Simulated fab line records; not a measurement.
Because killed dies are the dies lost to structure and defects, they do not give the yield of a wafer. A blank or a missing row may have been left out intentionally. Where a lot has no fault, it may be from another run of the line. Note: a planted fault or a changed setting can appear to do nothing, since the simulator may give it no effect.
Chamber matching :: flow n5Finfet :: N5_MIM_TOP_LITHO_DESCUM_10 on rieDiel-04: 4 sister chambers
The step chemistry O2, time 7.9 s. 4 wafers are shown with their chamber, then 9 later ones without.

== EACH WAFER AND ITS CHAMBER ==
wafer: L077.1
chamber: 2
drypumpMotorCurrentA (A): 5.6

wafer: L079.1
chamber: 0
drypumpMotorCurrentA (A): 5.8

wafer: L084.4
chamber: 1
drypumpMotorCurrentA (A): 6.1

wafer: L084.6
chamber: 3
drypumpMotorCurrentA (A): 5.5

== WAFERS MISSING THEIR CHAMBER ==
wafer: L093.3
drypumpMotorCurrentA (A): 5.6

wafer: L093.4
drypumpMotorCurrentA (A): 5.5

wafer: L093.6
drypumpMotorCurrentA (A): 5.6

wafer: L097.1
drypumpMotorCurrentA (A): 5.6

wafer: L097.4
drypumpMotorCurrentA (A): 5.8

wafer: L097.6
drypumpMotorCurrentA (A): 6.2

wafer: L095.2
drypumpMotorCurrentA (A): 5.8

wafer: L095.4
drypumpMotorCurrentA (A): 6.1

wafer: L095.5
drypumpMotorCurrentA (A): 5.8

== EACH ONE'S CHAMBER ==
wafer: L093.3
from the rows above: 2
in truth: 2

wafer: L093.4
from the rows above: 3
in truth: 3

wafer: L093.6
from the rows above: 2
in truth: 2

wafer: L097.1
from the rows above: 2
in truth: 2

wafer: L097.4
from the rows above: 0
in truth: 0

wafer: L097.6
from the rows above: 1
in truth: 1

wafer: L095.2
from the rows above: 0
in truth: 0

wafer: L095.4
from the rows above: 1
in truth: 1

wafer: L095.5
from the rows above: 0
in truth: 0
Placed correctly: 9 of 9. Number that these rows cannot place: 0. Wrongly placed: 0.
How it was worked out, from the rows above alone: a wafer's distance from a chamber is the root of the sum, over the readings, of the square of ((its reading less the chamber's mean) divided by the reading's scatter). The wafer belongs to the nearest chamber; if the next one is less than 2 further off, it can't be placed. Each chamber's mean is taken over the wafers shown for it. The scatter: with one shown wafer a chamber, the root of the mean of the squares of how far each hidden wafer lies from its nearest shown one.
